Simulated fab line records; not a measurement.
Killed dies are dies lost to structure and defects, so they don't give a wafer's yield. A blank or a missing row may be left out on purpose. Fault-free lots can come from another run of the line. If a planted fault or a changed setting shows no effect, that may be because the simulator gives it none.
fab line records -- flow n5_finfet
[record] lots = 15, wafers = 44, last_day = 17
route steps=1938 shown MOL_CONTACT_COAG@616 BEOL_M0_SAQP@633 BEOL_M4@1111
lots untouched by any fault: they come from a run of this same line in which no faults occurred
start_h: hours from the record's first day to the start of the lot's first wafer shown -- wait_h: time in hours since the lot's previous step -- " unchanged from the row above -- L1.1+2: a single row standing in for several wafers -- - no value, or no start given -- * or withheld: withheld -- < > ~ a bound
route shown NAME@n: names a module that has steps shown in the file, with the first one's number in the route -- usual: mean/standard deviation of fault-free wafers -- same: alike in all rows -- chamber/n: place in a boat -- sites: the reading at each site -- _std_site: their standard deviation -- _edge_site: mean of outer sites minus mean of inner sites -- radius_mm: for every site, how far away it sits from the centre of the wafer -- mask NAME#n: copy n -- behind: tool/chamber where the wafer was last shaped -- hold: the reason the lot was held/the length of the hold in hours/how it ended -- device: names the non-switching transistor (n, p or np) -- end of line: the same wafers' tests at the end of the route -- for a step that has no rows: nothing shown but its recipe -- killed: the dies lost at the first sort to structure and to defects; this is not the yield of the wafer -- map: a wafer's dies, marking killed ones x, the rest . and places with no die _
set.NAME: the run value of the setting; set.NAME@STEP: its run value at that earlier step -- model.NAME: the simulator's own value behind a step, which no gauge read
the route's steps for a sample of lots (tables are steps, rows are wafers)
services: when a tool's chamber went out of use (start_h, in hours from the record's first day, below 0 if earlier), for how many hours, and the reason
[[steps]]
[step N5_MOL_CONTACT_COAG_ETCH_124]
[recipe] chemistry = CH3F/O2, target = SiNx, target_depth_a = 65, mask_material = SOC, stop_on = SiOC, over_etch_frac = 0.3, ion_energy_ev = 120, pressure_mtorr = 30, source_w = 395, bias_w = 73, Ar_flow_sccm = 150, CH3F_flow_sccm = 30, O2_flow_sccm = 20, ends = end_point
[usual] drypump_motor_current_A = 5.3/0.58, oes_f_703_au = 0.76/0.091, oes_product_au = 0.66/0.081, rf_vpp_V = 298/9.1, showerhead_plenum_p_Torr = 1.97/0.065, throttle_valve_pct = 16.26/0.28
lot.wafer,tool,chamber,start_h,wait_h,drypump_motor_current_A,oes_f_703_au,oes_product_au,rf_hours_counter_h,rf_vpp_V,showerhead_plenum_p_Torr,throttle_valve_pct
L796.3,rie_diel-04,0,103.71,0.0,5.5,0.72,0.61,222,301,1.97,16.70
L796.4,rie_diel-04,2,103.71,0.0,5.3,0.74,0.63,161,288,1.91,16.03
L796.5,rie_diel-04,1,103.71,0.0,5.4,0.66,0.58,-,304,1.88,16.26
L797.2,rie_diel-01,3,107.90,0.0,4.9,0.67,0.59,223,301,1.95,16.11
L797.4,rie_diel-01,3,107.90,0.0,4.8,0.68,0.60,-,299,1.95,16.13
L797.6,rie_diel-01,0,107.90,0.0,4.9,0.65,0.58,-,310,1.98,16.50
L798.2,rie_diel-04,1,114.74,0.0,5.3,0.65,0.59,232,304,1.87,16.29
L798.5,rie_diel-04,3,114.74,0.0,4.8,0.69,0.61,-,315,2.09,16.63
L798.6,rie_diel-04,0,114.74,0.0,5.5,0.72,0.60,-,302,1.97,16.71
L799.1,rie_diel-05,1,117.40,0.0,6.4,0.74,0.67,146,300,1.93,16.35
L799.2,rie_diel-05,0,117.40,0.0,5.9,0.66,0.57,249,301,1.95,16.26
L799.5,rie_diel-05,0,117.40,0.0,5.9,0.67,0.57,-,300,1.95,16.24
L800.1,rie_diel-05,1,124.82,0.0,6.4,0.74,0.66,151,300,1.93,16.36
L800.2,rie_diel-05,3,124.82,0.0,4.8,0.77,0.63,166,288,1.92,16.43
L800.6,rie_diel-05,1,124.82,0.0,6.4,0.74,0.65,-,300,1.93,16.37
L801.4,rie_diel-01,1,130.50,0.0,4.7,0.76,0.64,177,289,2.07,16.42
L801.5,rie_diel-01,2,130.50,0.0,6.3,0.65,0.60,-,289,1.97,16.45
L803.2,rie_diel-01,3,145.22,0.0,4.8,0.67,0.59,231,300,1.95,16.12
L803.4,rie_diel-01,1,145.22,0.0,4.7,0.75,0.63,-,287,2.07,16.43
L803.6,rie_diel-01,2,145.22,0.0,6.3,0.65,0.59,-,289,1.96,16.49
L806.2,rie_diel-01,1,164.06,0.0,4.7,0.75,0.63,191,288,2.07,16.44
L806.3,rie_diel-01,3,164.06,0.0,4.9,0.67,0.58,239,300,1.95,16.14
L806.6,rie_diel-01,3,164.06,0.0,4.8,0.67,0.58,-,298,1.95,16.15
L808.1,rie_diel-04,2,176.48,0.0,5.3,0.71,0.61,192,288,1.90,16.09
L808.2,rie_diel-04,0,176.48,0.0,5.4,0.69,0.60,253,301,1.96,16.76
L808.5,rie_diel-04,0,176.48,0.0,5.5,0.69,0.59,-,302,1.96,16.74
L809.1,rie_diel-04,3,182.05,0.0,4.8,0.68,0.61,203,315,2.08,16.69
L809.4,rie_diel-04,2,182.05,0.0,5.3,0.70,0.61,-,288,1.90,16.11
L809.6,rie_diel-04,3,182.05,0.0,4.8,0.68,0.61,-,314,2.08,16.69
L815.3,rie_diel-01,0,216.67,0.0,4.9,0.86,0.77,26,310,1.97,16.16
L815.5,rie_diel-01,1,216.67,0.0,4.7,0.73,0.61,-,287,2.06,16.48
L815.6,rie_diel-01,3,216.67,0.0,4.8,0.95,0.83,-,299,1.94,15.73
L816.1,rie_diel-01,1,219.53,0.0,4.7,0.73,0.61,214,288,2.06,16.48
L816.3,rie_diel-01,3,219.53,0.0,4.9,0.95,0.82,3,299,1.94,15.74
L816.5,rie_diel-01,0,219.53,0.0,4.9,0.86,0.77,-,311,1.97,16.20
L817.3,rie_diel-01,2,231.19,0.0,6.3,0.91,0.83,2,289,1.95,16.03
L817.4,rie_diel-01,3,231.19,0.0,4.9,0.93,0.80,8,300,1.94,15.75
L817.5,rie_diel-01,3,231.19,0.0,4.9,0.93,0.81,-,299,1.94,15.77
L818.3,rie_diel-04,3,234.13,0.0,4.8,0.66,0.59,225,314,2.07,16.73
L818.5,rie_diel-04,2,234.13,0.0,5.3,0.70,0.60,-,288,1.89,16.17
L818.6,rie_diel-04,3,234.13,0.0,4.9,0.66,0.59,-,314,2.07,16.74
L819.1,rie_diel-05,1,239.38,0.0,6.4,0.71,0.63,191,300,1.91,16.43
L819.2,rie_diel-05,3,239.38,0.0,4.9,0.74,0.61,207,285,1.91,16.53
L819.6,rie_diel-05,1,239.38,0.0,6.4,0.71,0.64,-,299,1.91,16.45
[step N5_MOL_CONTACT_COAG_THK_MEAS_53]
[recipe] reads = SiO2_of_MOL_CONTACT_COAG_PECVD_31
[usual] VIA_MOL_THK = 43.7/0.63
lot.wafer,tool,chamber,start_h,wait_h,VIA_MOL_THK[nm]
L796.3,film_metro-01,-,104.78,-,43.1
L796.4,film_metro-01,-,104.78,-,43.3
L796.5,film_metro-01,-,104.78,-,44.1
L797.2,film_metro-02,-,108.96,-,43.5
L797.4,film_metro-02,-,108.96,-,44.6
L797.6,film_metro-02,-,108.96,-,43.9
L798.2,film_metro-01,-,115.81,-,44.0
L798.5,film_metro-01,-,115.81,-,44.1
L798.6,film_metro-01,-,115.81,-,44.5
L799.1,film_metro-02,-,118.80,-,42.7
L799.2,film_metro-02,-,118.80,-,43.3
L799.5,film_metro-02,-,118.80,-,43.7
L800.1,film_metro-02,-,125.97,-,44.3
L800.2,film_metro-02,-,125.97,-,44.1
L800.6,film_metro-02,-,125.97,-,44.4
L801.4,film_metro-02,-,131.64,-,44.4
L801.5,film_metro-02,-,131.64,-,45.2
L803.2,film_metro-01,-,146.36,-,43.2
L803.4,film_metro-01,-,146.36,-,42.6
L803.6,film_metro-01,-,146.36,-,44.1
L806.2,film_metro-01,-,165.13,-,42.8
L806.3,film_metro-01,-,165.13,-,43.8
L806.6,film_metro-01,-,165.13,-,44.1
L808.1,film_metro-01,-,177.55,-,43.2
L808.2,film_metro-01,-,177.55,-,43.3
L808.5,film_metro-01,-,177.55,-,43.4
L809.1,film_metro-01,-,183.46,-,43.6
L809.4,film_metro-01,-,183.46,-,43.5
L809.6,film_metro-01,-,183.46,-,44.5
L815.3,film_metro-01,-,217.75,-,43.0
L815.5,film_metro-01,-,217.75,-,43.9
L815.6,film_metro-01,-,217.75,-,44.8
L816.1,film_metro-01,-,220.60,-,43.1
L816.3,film_metro-01,-,220.60,-,44.1
L816.5,film_metro-01,-,220.60,-,43.8
L817.3,film_metro-01,-,232.33,-,43.8
L817.4,film_metro-01,-,232.33,-,43.8
L817.5,film_metro-01,-,232.33,-,43.9
L818.3,film_metro-01,-,235.20,-,43.8
L818.5,film_metro-01,-,235.20,-,44.8
L818.6,film_metro-01,-,235.20,-,44.6
L819.1,film_metro-01,-,240.45,-,44.3
L819.2,film_metro-01,-,240.45,-,42.8
L819.6,film_metro-01,-,240.45,-,44.0
[step N5_BEOL_M0_SAQP_ILD_DEP_01]
[recipe] material = SiOC, target_thk_a = 454.19, temp_c = 350, precursor = DEMS/O2, pressure_torr = 5, rf_w = 500, time_s = 8.7
[usual] heater_power_outer_w = 261/56, heater_power_w = 490/80, showerhead_plenum_p_Torr = 5.692/0.01, throttle_valve_pct = 12.3/0.89
lot.wafer,tool,chamber,start_h,wait_h,heater_power_outer_w,heater_power_w,showerhead_plenum_p_Torr,throttle_valve_pct
L796.3,pecvd-04,2,108.19,0.0,253,495,5.711,11.1
L796.4,pecvd-04,1,108.19,0.0,177,344,5.693,12.1
L796.5,pecvd-04,2,108.19,0.0,247,483,5.721,11.2
L797.2,pecvd-03,2,112.39,0.0,235,439,5.699,11.1
L797.4,pecvd-03,1,112.39,0.0,255,442,5.680,13.5
L797.6,pecvd-03,2,112.39,0.0,220,426,5.718,10.9
L798.2,pecvd-04,0,119.22,0.0,307,522,5.708,10.9
L798.5,pecvd-04,1,119.22,0.0,211,390,5.657,12.4
L798.6,pecvd-04,0,119.22,0.0,307,548,5.693,11.2
L799.1,pecvd-02,0,122.23,0.0,237,499,5.687,13.6
L799.2,pecvd-02,2,122.23,0.0,269,482,5.687,12.0
L799.5,pecvd-02,0,122.23,0.0,240,502,5.704,13.5
L800.1,pecvd-02,0,129.40,0.0,255,505,5.694,13.8
L800.2,pecvd-02,1,129.40,0.0,313,611,5.705,12.3
L800.6,pecvd-02,1,129.40,0.0,332,599,5.707,12.2
L801.4,pecvd-02,1,135.08,0.0,314,619,5.703,12.5
L801.5,pecvd-02,0,135.08,0.0,243,508,5.691,13.8
L803.2,pecvd-03,0,149.77,0.0,214,410,5.703,11.8
L803.4,pecvd-03,1,149.77,0.0,208,381,5.681,13.7
L803.6,pecvd-03,0,149.77,0.0,207,407,5.695,11.9
L806.2,pecvd-04,2,168.53,0.0,225,441,5.707,11.2
L806.3,pecvd-04,1,168.53,0.0,161,330,5.682,12.0
L806.6,pecvd-04,2,168.53,0.0,234,462,5.713,11.5
L808.1,pecvd-03,0,180.96,0.0,238,449,5.702,12.0
L808.2,pecvd-03,1,180.96,0.0,230,404,5.678,13.5
L808.5,pecvd-03,0,180.96,0.0,241,457,5.671,11.9
L809.1,pecvd-02,1,186.87,0.0,263,512,5.695,12.4
L809.4,pecvd-02,0,186.87,0.0,218,467,5.683,13.7
L809.6,pecvd-02,2,186.87,0.0,274,507,5.689,12.1
L815.3,pecvd-03,2,221.16,0.0,200,377,5.699,11.3
L815.5,pecvd-03,0,221.16,0.0,248,445,5.688,12.0
L815.6,pecvd-03,2,221.16,0.0,203,384,5.698,11.2
L816.1,pecvd-02,2,224.16,0.0,344,567,5.689,12.1
L816.3,pecvd-02,0,224.16,0.0,223,468,5.701,13.4
L816.5,pecvd-02,0,224.16,0.0,222,468,5.686,13.8
L817.3,pecvd-02,1,235.73,0.0,297,553,5.696,12.4
L817.4,pecvd-02,2,235.73,0.0,336,573,5.709,12.6
L817.5,pecvd-02,0,235.73,0.0,192,429,5.690,13.5
L818.3,pecvd-02,0,238.75,0.0,246,521,5.693,13.8
L818.5,pecvd-02,2,238.75,0.0,352,582,5.697,12.3
L818.6,pecvd-02,1,238.75,0.0,259,511,5.677,12.1
L819.1,pecvd-02,0,243.86,0.0,243,498,5.697,13.6
L819.2,pecvd-02,1,243.86,0.0,313,592,5.702,12.4
L819.6,pecvd-02,2,243.86,0.0,347,579,5.698,12.3
[step N5_BEOL_M0_SAQP_PECVD_97]
[recipe] material = SiNx, target_thk_a = 230, temp_c = 350, precursor = SiH4/NH3/N2, pressure_torr = 1.5, rf_w = 300, time_s = 19.9
[usual] chamber_pressure_Torr = 1.500/0.0031, heater_power_outer_w = 307/60, heater_power_w = 544/88, showerhead_plenum_p_Torr = 5.13/0.044, throttle_valve_pct = 40.4/3
lot.wafer,tool,chamber,start_h,wait_h,chamber_pressure_Torr,heater_power_outer_w,heater_power_w,showerhead_plenum_p_Torr,throttle_valve_pct
L796.3,pecvd-04,2,109.13,0.0,1.502,263,495,5.20,37.5
L796.4,pecvd-04,1,109.13,0.0,1.498,258,458,5.04,40.5
L796.5,pecvd-04,0,109.13,0.0,1.501,406,680,5.13,37.1
L797.2,pecvd-03,0,113.92,0.0,1.496,305,531,5.12,39.5
L797.4,pecvd-03,2,113.92,0.0,1.500,231,417,5.17,36.7
L797.6,pecvd-03,1,113.92,0.0,1.501,261,450,5.09,44.5
L798.2,pecvd-04,0,119.86,0.0,1.497,405,679,5.13,37.3
L798.5,pecvd-04,0,119.86,0.0,1.496,388,662,5.13,36.8
L798.6,pecvd-04,2,119.86,0.0,1.501,310,579,5.21,37.3
L799.1,pecvd-03,0,123.42,0.0,1.505,301,515,5.12,39.6
L799.2,pecvd-03,1,123.42,0.0,1.503,282,478,5.06,44.8
L799.5,pecvd-03,0,123.42,0.0,1.507,302,539,5.13,39.6
L800.1,pecvd-03,2,130.50,0.0,1.497,269,477,5.17,36.9
L800.2,pecvd-03,0,130.50,0.0,1.503,298,531,5.12,39.8
L800.6,pecvd-03,0,130.50,0.0,1.502,295,516,5.11,39.7
L801.4,pecvd-02,0,138.90,0.0,1.502,234,484,5.15,46.0
L801.5,pecvd-02,1,138.90,0.0,1.498,321,613,5.12,40.8
L803.2,pecvd-03,1,151.49,0.0,1.503,288,492,5.07,44.8
L803.4,pecvd-03,1,151.49,0.0,1.500,296,491,5.07,44.7
L803.6,pecvd-03,2,151.49,0.0,1.498,285,480,5.18,37.0
L806.2,pecvd-02,0,170.69,0.0,1.502,235,504,5.15,45.5
L806.3,pecvd-02,1,170.69,0.0,1.494,324,618,5.13,40.9
L806.6,pecvd-02,2,170.69,0.0,1.504,370,614,5.15,40.9
L808.1,pecvd-04,1,181.24,0.0,1.501,242,434,5.05,40.7
L808.2,pecvd-04,2,181.24,0.0,1.500,326,590,5.20,37.6
L808.5,pecvd-04,0,181.24,0.0,1.505,426,719,5.13,37.0
L809.1,pecvd-02,0,188.14,0.0,1.498,290,557,5.15,45.8
L809.4,pecvd-02,0,188.14,0.0,1.500,293,558,5.15,45.5
L809.6,pecvd-02,2,188.14,0.0,1.506,416,667,5.14,40.9
L815.3,pecvd-02,2,222.37,0.0,-,-,-,-,-
L815.5,pecvd-02,0,222.37,0.0,-,-,-,-,-
L815.6,pecvd-02,1,222.37,0.0,-,-,-,-,-
L816.1,pecvd-03,2,226.15,0.0,-,-,-,-,-
L816.3,pecvd-03,2,226.15,0.0,-,-,-,-,-
L816.5,pecvd-03,1,226.15,0.0,-,-,-,-,-
L817.3,pecvd-03,2,238.17,0.1,-,-,-,-,-
L817.4,pecvd-03,2,238.17,0.1,-,-,-,-,-
L817.5,pecvd-03,2,238.17,0.1,-,-,-,-,-
L818.3,pecvd-02,0,239.61,0.0,1.501,256,507,5.14,45.9
L818.5,pecvd-02,0,239.61,0.0,1.494,261,521,5.16,45.6
L818.6,pecvd-02,1,239.61,0.0,1.500,339,609,5.12,41.0
L819.1,pecvd-04,0,244.77,0.0,1.502,408,677,5.14,37.0
L819.2,pecvd-04,1,244.77,0.0,1.499,248,424,5.04,40.8
L819.6,pecvd-04,2,244.77,0.0,1.500,292,531,5.19,37.5
[step N5_BEOL_M0_SAQP_CD_MEAS_29]
[recipe] target_cd_nm = 14.4, landing_energy_ev = 1000, detector = se_inlens
[usual] cd_nm = 14.96/0.24
lot.wafer,tool,chamber,start_h,wait_h,cd_nm
L796.3,cd_sem-03,0,113.85,0.1,15.08
L796.4,cd_sem-03,0,113.85,0.1,14.89
L796.5,cd_sem-03,0,113.85,0.1,14.45
L797.2,cd_sem-01,0,119.01,0.1,14.38
L797.4,cd_sem-01,0,119.01,0.1,15.15
L797.6,cd_sem-01,0,119.01,0.1,15.15
L798.2,cd_sem-02,0,123.96,0.1,14.74
L798.5,cd_sem-02,0,123.96,0.1,15.40
L798.6,cd_sem-02,0,123.96,0.1,15.24
L799.1,cd_sem-02,0,127.67,0.1,14.89
L799.2,cd_sem-02,0,127.67,0.1,14.72
L799.5,cd_sem-02,0,127.67,0.1,14.74
L800.1,cd_sem-02,0,134.61,0.1,15.04
L800.2,cd_sem-02,0,134.61,0.1,15.20
L800.6,cd_sem-02,0,134.61,0.1,15.10
L801.4,cd_sem-03,0,143.15,0.1,15.51
L801.5,cd_sem-03,0,143.15,0.1,14.91
L803.2,cd_sem-03,0,155.67,0.1,15.29
L803.4,cd_sem-03,0,155.67,0.1,15.19
L803.6,cd_sem-03,0,155.67,0.1,15.24
L806.2,cd_sem-01,0,174.87,0.1,15.01
L806.3,cd_sem-01,0,174.87,0.1,15.35
L806.6,cd_sem-01,0,174.87,0.1,14.60
L808.1,cd_sem-02,0,186.55,0.1,14.90
L808.2,cd_sem-02,0,186.55,0.1,15.19
L808.5,cd_sem-02,0,186.55,0.1,15.13
L809.1,cd_sem-01,0,192.28,0.1,15.14
L809.4,cd_sem-01,0,192.28,0.1,15.14
L809.6,cd_sem-01,0,192.28,0.1,14.90
L815.3,cd_sem-03,0,227.08,0.1,-
L815.5,cd_sem-03,0,227.08,0.1,-
L815.6,cd_sem-03,0,227.08,0.1,-
L816.1,cd_sem-03,0,230.79,0.1,-
L816.3,cd_sem-03,0,230.79,0.1,-
L816.5,cd_sem-03,0,230.79,0.1,-
L817.3,cd_sem-01,0,243.11,0.1,-
L817.4,cd_sem-01,0,243.11,0.1,-
L817.5,cd_sem-01,0,243.11,0.1,-
L818.3,cd_sem-03,0,244.07,0.1,14.78
L818.5,cd_sem-03,0,244.07,0.1,15.26
L818.6,cd_sem-03,0,244.07,0.1,15.09
L819.1,cd_sem-01,0,249.23,0.1,15.03
L819.2,cd_sem-01,0,249.23,0.1,14.75
L819.6,cd_sem-01,0,249.23,0.1,15.17
[step N5_BEOL_M4_RC_MEAS_101]
[usual] DIBL_N = 36.8/2.2, DIBL_P = 37.1/2.8, IOFF_N = 0.17/0.04, IOFF_P = 0.22/0.049, ION_N = 672/16, ION_P = 460/9.2, SS_N = 71.6/0.69, SS_P = 73.5/0.78, VT_N = 249/3.6, VT_P = -250/3.9
lot.wafer,tool,chamber,start_h,wait_h,DIBL_N[mV/V],DIBL_P[mV/V],IOFF_N[nA/um],IOFF_P[nA/um],ION_N[uA/um],ION_P[uA/um],SS_N[mV/dec],SS_P[mV/dec],VT_N[mV],VT_P[mV]
L796.3,prober-01,0,158.88,0.3,34.6,32.9,0.13,0.15,677,457,71.2,72.6,251,-253
L796.4,prober-01,0,158.88,0.3,39.5,37.6,0.21,0.21,667,451,72.4,74.0,249,-253
L796.5,prober-01,0,158.88,0.3,40.4,38.7,0.24,0.22,674,450,72.4,73.6,247,-254
L797.2,prober-02,0,166.00,0.2,33.5,34.2,0.13,0.17,640,445,71.0,72.6,253,-250
L797.4,prober-02,0,166.00,0.2,36.9,39.3,0.18,0.26,683,475,71.3,73.9,251,-248
L797.6,prober-02,0,166.00,0.2,35.6,37.0,0.17,0.23,674,460,71.7,73.7,250,-248
L799.1,prober-01,0,175.04,0.0,38.2,40.1,0.21,0.22,699,462,72.3,73.7,245,-251
L799.2,prober-01,0,175.04,0.0,34.5,34.8,0.14,0.16,670,454,70.7,73.0,252,-253
L799.5,prober-01,0,175.04,0.0,37.9,39.2,0.23,0.23,703,472,72.0,73.6,246,-250
L798.2,prober-02,0,177.80,0.2,35.8,33.7,0.13,0.16,652,444,71.7,73.2,256,-257
L798.5,prober-02,0,177.80,0.2,37.0,36.1,0.14,0.19,650,448,72.7,73.2,258,-255
L798.6,prober-02,0,177.80,0.2,36.4,35.2,0.14,0.18,658,447,72.3,72.8,253,-256
L800.1,prober-01,0,179.49,0.0,38.7,39.2,0.19,0.25,684,468,71.9,74.3,246,-246
L800.2,prober-01,0,179.49,0.0,37.9,38.7,0.18,0.24,680,468,72.0,73.4,245,-248
L800.6,prober-01,0,179.49,0.0,39.3,41.2,0.21,0.31,684,468,72.5,74.8,245,-247
L801.4,prober-02,0,197.07,0.5,36.1,34.9,0.16,0.19,670,455,70.3,73.5,245,-252
L801.5,prober-02,0,197.07,0.5,37.4,35.9,0.16,0.20,672,454,71.9,73.1,251,-250
L803.2,prober-02,0,207.81,0.2,39.7,40.3,0.22,0.27,696,471,72.1,74.9,244,-250
L803.4,prober-02,0,207.81,0.2,41.1,40.2,0.22,0.25,664,456,71.5,73.9,246,-250
L803.6,prober-02,0,207.81,0.2,41.0,41.1,0.23,0.27,691,469,72.2,74.3,244,-247
L806.2,prober-01,0,229.92,0.2,36.7,36.7,0.16,0.19,673,456,71.1,73.2,248,-253
L806.3,prober-01,0,229.92,0.2,37.1,37.2,0.16,0.21,669,458,71.2,73.7,249,-250
L806.6,prober-01,0,229.92,0.2,39.9,41.2,0.23,0.28,689,467,72.2,74.4,243,-248
L808.1,prober-02,0,235.41,0.0,36.0,35.3,0.16,0.18,662,443,71.3,72.8,249,-253
L808.2,prober-02,0,235.41,0.0,38.7,39.5,0.22,0.26,697,474,72.4,75.4,243,-246
L808.5,prober-02,0,235.41,0.0,38.1,38.7,0.21,0.25,681,458,71.9,74.5,244,-249
L809.1,prober-02,0,242.97,0.0,33.8,33.3,0.12,0.21,645,455,70.3,72.8,253,-248
L809.4,prober-02,0,242.97,0.0,36.5,36.7,0.15,0.27,659,468,71.6,73.7,252,-247
L809.6,prober-02,0,242.97,0.0,32.0,31.2,0.10,0.18,656,461,70.1,72.2,255,-248
L818.3,prober-02,0,303.15,0.3,34.2,34.1,0.13,0.16,643,441,72.1,72.9,254,-256
L818.5,prober-02,0,303.15,0.3,34.4,35.3,0.13,0.18,671,459,71.4,73.7,253,-255
L818.6,prober-02,0,303.15,0.3,36.8,37.6,0.17,0.21,685,456,72.5,74.1,248,-252
L819.1,prober-01,0,304.53,0.0,37.5,38.1,0.20,0.27,678,460,72.5,73.3,244,-244
L819.2,prober-01,0,304.53,0.0,37.0,37.6,0.18,0.27,678,468,71.6,73.6,248,-244
L819.6,prober-01,0,304.53,0.0,37.4,38.8,0.21,0.29,691,465,72.0,72.6,245,-242
[[services]]
tool,chamber,start_h,hours,kind
rie_diel-01,-,102.19,4.3,pm
rie_diel-01,2,107.31,5.2,repair
rie_diel-01,-,114.81,14.6,pm
rie_diel-05,2,120.99,4.6,repair
pecvd-04,-,121.15,2.5,repair
pecvd-02,2,126.92,23.1,repair
rie_diel-01,0,141.86,-,clean
rie_diel-01,0,141.86,-,consumable_replace:focus_ring
rie_diel-01,0,141.86,13.6,scheduled_down
rie_diel-01,0,141.86,13.6,vent_cycle
rie_diel-04,1,152.74,6.5,repair
pecvd-04,-,191.31,14.0,repair
pecvd-03,-,192.42,28.1,pm
rie_diel-01,3,197.18,-,clean
rie_diel-01,3,197.18,-,consumable_replace:focus_ring
rie_diel-01,3,197.18,15.6,scheduled_down
rie_diel-01,3,197.18,15.6,vent_cycle
pecvd-04,1,211.99,6.6,repair
pecvd-02,-,217.23,0.5,repair
pecvd-03,0,225.35,14.4,repair
pecvd-04,-,234.31,0.6,repair
rie_diel-04,-,235.24,2.8,pm
pecvd-03,1,237.13,6.8,repair
rie_diel-04,-,240.99,2.6,repair
[[key]]
[first_sign] step = N5_BEOL_M0_SAQP_PECVD_97, reading = tool_record, direction = missing
[effect] step = N5_BEOL_M0_SAQP_CD_MEAS_29, reading = cd_nm, direction = missing
met_at N5_BEOL_M0_SAQP_PECVD_97
struck_lots L815,L816,L817
later_rows_left_out L815.3,L815.5,L815.6,L816.1,L816.3,L816.5,L817.3,L817.4,L817.5
sort_left_out L815.3,L815.5,L815.6,L816.1,L816.3,L816.5,L817.3,L817.4,L817.5
not_acting_at N5_MOL_CONTACT_COAG_ETCH_124,N5_MOL_CONTACT_COAG_THK_MEAS_53,N5_BEOL_M0_SAQP_ILD_DEP_01
onset_between 188.14 222.37
[fault] kind = skipped_step_whole, tool = pecvd-02,pecvd-03, chamber = -, onset_h = 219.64, steps = N5_BEOL_M0_SAQP_PECVD_97, scope = struck_lots_only
// sort_left_out: the simulated sort isn't trusted on such a fault, so these wafers' sort isn't shown, and their yield isn't known
// later_rows_left_out: the simulator's readings of these wafers behind a module that went badly wrong aren't trusted and aren't shown, but for the sort
